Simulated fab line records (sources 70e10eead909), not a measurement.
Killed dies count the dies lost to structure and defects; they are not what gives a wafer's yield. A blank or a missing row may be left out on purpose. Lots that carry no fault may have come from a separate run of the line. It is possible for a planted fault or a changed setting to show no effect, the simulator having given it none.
Check of tool commonality | flow nandHarc | 33 wafers sampled across 11 lots

== WHAT PROMPTED THE OPENING ==
At NHARC_P_ZERO_WELL_CD_MEAS_24 the reading cdNm is flagged on 1 of 11 lots. Fault-free wafers read 719.8 nm, with a standard deviation of 1.5.
Rule: flag the lot when none of its wafers has a number, or when each of its wafers that has one lies beyond 4 standard deviations from that mean. All remaining lots are regarded as sound.

lot  | measured     | on       | cdNm (nm), wafer by wafer | flag
L356 | day 3 04:35  | cdSem-01 | 708.4 711.2 712.1         | FLAGGED
L361 | day 5 07:11  | cdSem-01 | 720.9 721.0 721.5         | 
L362 | day 5 16:37  | cdSem-03 | 721.5 722.3 721.4         | 
L365 | day 6 22:44  | cdSem-01 | 719.0 719.4 720.8         | 
L366 | day 7 08:25  | cdSem-01 | 719.1 720.1 719.5         | 
L370 | day 9 00:35  | cdSem-03 | 717.3 718.1 717.5         | 
L371 | day 9 10:35  | cdSem-02 | 719.2 719.1 719.2         | 
L372 | day 9 20:29  | cdSem-02 | 719.8 720.0 721.6         | 
L374 | day 10 16:33 | cdSem-03 | 720.1 720.8 720.2         | 
L375 | day 11 02:36 | cdSem-03 | 720.7 719.3 719.3         | 
L376 | day 11 12:35 | cdSem-02 | 721.0 719.6 719.2         | 
On average the flagged lots' numbers are 710.6 nm, which is -9.2 nm against the usual, or -6 standard deviations.

== WHICH TOOL RAN EACH LOT ==
Before the reading, the record contains 3 process steps out of a 1302-step route. Each cell gives the tool, then ch followed by the chambers the sampled wafers passed through, then the start.
lot  | flag    | NHARC_P_ZERO_WELL_DESCUM_13      | NHARC_P_ZERO_WELL_ETCH_65         | NHARC_P_ZERO_WELL_EXPOSE_21
L356 | FLAGGED | rieDiel-04 ch 0,1,2, day 3 03:24 | rieDiel-04 ch 0,1,3, day 3 03:29  | krfScanner-04 ch 0, day 3 04:25
L361 |         | rieDiel-01 ch 1,2, day 5 06:01   | rieDiel-01 ch 1,3, day 5 06:05    | krfScanner-04 ch 0, day 5 07:02
L362 |         | rieDiel-04 ch 0,2, day 5 15:25   | rieDiel-04 ch 0,1,3, day 5 15:29  | krfScanner-01 ch 0, day 5 16:27
L365 |         | rieDiel-07 ch 0,1, day 6 21:32   | rieDiel-07 ch 0,2,3, day 6 21:38  | krfScanner-04 ch 0, day 6 22:35
L366 |         | rieDiel-01 ch 0,1,3, day 7 07:21 | rieDiel-01 ch 1,2,3, day 7 07:26  | krfScanner-04 ch 0, day 7 08:15
L370 |         | rieDiel-01 ch 0,2,3, day 8 23:25 | rieDiel-01 ch 1,2, day 8 23:29    | krfScanner-04 ch 0, day 9 00:26
L371 |         | rieDiel-07 ch 0,1, day 9 09:24   | rieDiel-07 ch 2,3, day 9 09:29    | krfScanner-02 ch 0, day 9 10:26
L372 |         | rieDiel-07 ch 0,1,3, day 9 19:16 | rieDiel-07 ch 0,1,3, day 9 19:22  | krfScanner-04 ch 0, day 9 20:20
L374 |         | rieDiel-04 ch 0,3, day 10 15:24  | rieDiel-04 ch 1,2,3, day 10 15:29 | krfScanner-02 ch 0, day 10 16:23
L375 |         | rieDiel-07 ch 0,2, day 11 01:25  | rieDiel-07 ch 0,1,3, day 11 01:31 | krfScanner-04 ch 0, day 11 02:27
L376 |         | rieDiel-01 ch 1,2, day 11 11:24  | rieDiel-01 ch 0,1, day 11 11:29   | krfScanner-01 ch 0, day 11 12:26
What is done by these steps:
- NHARC_P_ZERO_WELL_DESCUM_13: chemistry O2, time 3 s.
- NHARC_P_ZERO_WELL_ETCH_65: etches the open film in N2/H2, target depth 80 nm, overetch 24 nm, time 87.88 s.
- NHARC_P_ZERO_WELL_EXPOSE_21: exposes mask P NWELL, target cd 720 nm.
- NHARC_P_ZERO_WELL_CD_MEAS_24: target cd 720 nm.

== FLAGGED OVER TOTAL, TOOL BY TOOL (the gauges that took the reading come last) ==
step                         | tool          | lots run | flagged | share of the flagged lots | sound lots run after its first flagged lot
NHARC_P_ZERO_WELL_DESCUM_13  | rieDiel-01    | 4        | 0       | none                      | -
NHARC_P_ZERO_WELL_DESCUM_13  | rieDiel-04    | 3        | 1       | all                       | 2 (L362,L374)
NHARC_P_ZERO_WELL_DESCUM_13  | rieDiel-07    | 4        | 0       | none                      | -
NHARC_P_ZERO_WELL_ETCH_65    | rieDiel-01    | 4        | 0       | none                      | -
NHARC_P_ZERO_WELL_ETCH_65    | rieDiel-04    | 3        | 1       | all                       | 2 (L362,L374)
NHARC_P_ZERO_WELL_ETCH_65    | rieDiel-07    | 4        | 0       | none                      | -
NHARC_P_ZERO_WELL_EXPOSE_21  | krfScanner-01 | 2        | 0       | none                      | -
NHARC_P_ZERO_WELL_EXPOSE_21  | krfScanner-02 | 2        | 0       | none                      | -
NHARC_P_ZERO_WELL_EXPOSE_21  | krfScanner-04 | 7        | 1       | all                       | 6 (L361,L365,L366,L370,L372,L375)
NHARC_P_ZERO_WELL_CD_MEAS_24 | cdSem-01      | 4        | 1       | all                       | 3 (L361,L365,L366)
NHARC_P_ZERO_WELL_CD_MEAS_24 | cdSem-02      | 3        | 0       | none                      | -
NHARC_P_ZERO_WELL_CD_MEAS_24 | cdSem-03      | 4        | 0       | none                      | -

== WHAT THE TABLE PERMITS ==
4 rows of the table ran every flagged lot: rieDiel-04 at NHARC_P_ZERO_WELL_DESCUM_13, rieDiel-04 at NHARC_P_ZERO_WELL_ETCH_65, krfScanner-04 at NHARC_P_ZERO_WELL_EXPOSE_21, cdSem-01 at NHARC_P_ZERO_WELL_CD_MEAS_24.
- rieDiel-04 at NHARC_P_ZERO_WELL_DESCUM_13: 1 of its 3 lots flagged. Sound lots followed the first flagged one (L362, L374) on it, something a lasting fault affecting the whole tool could not allow.
- rieDiel-04 at NHARC_P_ZERO_WELL_ETCH_65: 1 of its 3 lots flagged. Sound lots followed the first flagged one (L362, L374) on it, something a lasting fault affecting the whole tool could not allow.
- krfScanner-04 at NHARC_P_ZERO_WELL_EXPOSE_21: 1 of its 7 lots flagged. Sound lots followed the first flagged one (L361, L365, L366, L370, L372, L375) on it, something a lasting fault affecting the whole tool could not allow.
- cdSem-01 at NHARC_P_ZERO_WELL_CD_MEAS_24: 1 of its 4 lots flagged. Sound lots followed the first flagged one (L361, L365, L366) on it, something a lasting fault affecting the whole tool could not allow.
There is no row in the table that ran each flagged lot and no sound lot after the first.

== WHAT HAD BEEN PUT IN BY THE SIMULATOR ==
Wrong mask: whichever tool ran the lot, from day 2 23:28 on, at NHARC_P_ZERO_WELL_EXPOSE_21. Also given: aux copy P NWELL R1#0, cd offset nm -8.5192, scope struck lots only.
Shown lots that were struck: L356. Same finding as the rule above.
